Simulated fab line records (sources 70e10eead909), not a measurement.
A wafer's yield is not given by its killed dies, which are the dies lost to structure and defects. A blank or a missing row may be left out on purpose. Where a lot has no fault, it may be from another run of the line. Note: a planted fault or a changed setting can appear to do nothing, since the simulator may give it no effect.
A lot that was struck, set against a sound lot	flow nandHarc	14 steps out of a route of 1159
Sound: the wafers L641.2, L641.3, L641.5. Wafers L650.3, L650.5, L650.6 were the ones struck. The cause comes at the end.
At each step with rows: each side's tool, then ch and its chambers, then its first start. Under that, the readings that differ: sound wafers	struck wafers	difference of the means	sigmas: that difference in standard deviations of wafers without a fault.
alike: words and numbers the same on both sides, and readings whose means are apart by under 2 such deviations; not compared: readings that were withheld, readings missing a value for some wafer, numbers with overlapping values and no deviation given by the record, and bounds like >300 which may hide the same value.
The two part at a step that has a row with sigmas, a row that says differs or no value, or rows on one side only. Numbers that don't overlap but have no deviation are shown without sigmas and don't part them. A reading missing from all wafers of one side parts the sides only when that side holds two or more wafers.

first, 6 steps without rows for these wafers: NHARC_A_STAIRCASE_SOFTBAKE_04 (time 170 s); NHARC_A_STAIRCASE_EBR_05; NHARC_A_STAIRCASE_EXPOSE_06 (exposes mask STAIR); NHARC_A_STAIRCASE_PEB_07 (peb time 130 s); NHARC_A_STAIRCASE_DEVELOP_08 (time 140 s); NHARC_A_STAIRCASE_HARDBAKE_10 (time 140 s).
NHARC_A_STAIRCASE_DESCUM_11: chemistry O2, time 3 s.
  sound on rieDiel-05 ch 1,2,3, day 11 11:05; struck on rieDiel-07 ch 0,3, day 14 00:40
  alike: drypumpMotorCurrentA, oesProductAu, rfVppV, showerheadPlenumPTorr, throttleValvePct
  not compared: rfHoursCounterH
then, 1 step without rows for these wafers: NHARC_A_STAIRCASE_TRIM_12 (chemistry O2, time 211.2 s).
NHARC_A_STAIRCASE_ETCH_13: etches the open film in C4F8/O2, target depth 100 nm, time 40.5 s.
  sound on rieDiel-05 ch 0,2; struck on rieDiel-07 ch 0,3
  alike: oesProductAu, rfVppV
  not compared: rfHoursCounterH
NHARC_A_STAIRCASE_TRIM_14: chemistry O2, time 211.2 s.
  sound on rieDiel-05 ch 0,2,3; struck on rieDiel-07 ch 2,3
  alike: chamberPressureMTorr, drypumpMotorCurrentA, oesProductAu, rfVppV, showerheadPlenumPTorr, throttleValvePct
  not compared: rfHoursCounterH
NHARC_A_STAIRCASE_ETCH_15: etches the open film in C4F8/O2, target depth 100 nm, time 40.5 s.
  sound on rieDiel-05 ch 0,3; struck on rieDiel-07 ch 1,2,3
  alike: oesProductAu, rfVppV
  not compared: rfHoursCounterH
NHARC_A_STAIRCASE_TRIM_16: chemistry O2, time 211.2 s.
  sound on rieDiel-05 ch 0,3, day 11 11:43; struck on rieDiel-07 ch 1,2,3, day 14 01:16
  no value came back on the struck wafers for any of 7 readings (biasW (W), chamberPressureMTorr (mTorr) and others); on the sound wafers biasW (W) reads 0 0 0
  not compared: rfHoursCounterH
NHARC_A_STAIRCASE_ETCH_17: etches the open film in C4F8/O2, target depth 100 nm, time 40.5 s.
  sound on rieDiel-05 ch 0,2,3; struck on rieDiel-07 ch 1,2,3
  alike: oesProductAu, rfVppV
  not compared: rfHoursCounterH
-- the record jumps here: 8 days lie between the struck wafers' starts before and after (it left off in module A_STAIRCASE and takes up again in module END, whose first step shown is number 1159 of the route) --
NHARC_END_SORT_01:
  here the record holds rows for the struck wafers (prober-02 ch 0, day 22 01:47) but none for the sound ones

== WHERE THEY PART ==
Last at NHARC_END_SORT_01 as far as this record goes, first at NHARC_A_STAIRCASE_TRIM_16.

WHY: what the simulator had put in
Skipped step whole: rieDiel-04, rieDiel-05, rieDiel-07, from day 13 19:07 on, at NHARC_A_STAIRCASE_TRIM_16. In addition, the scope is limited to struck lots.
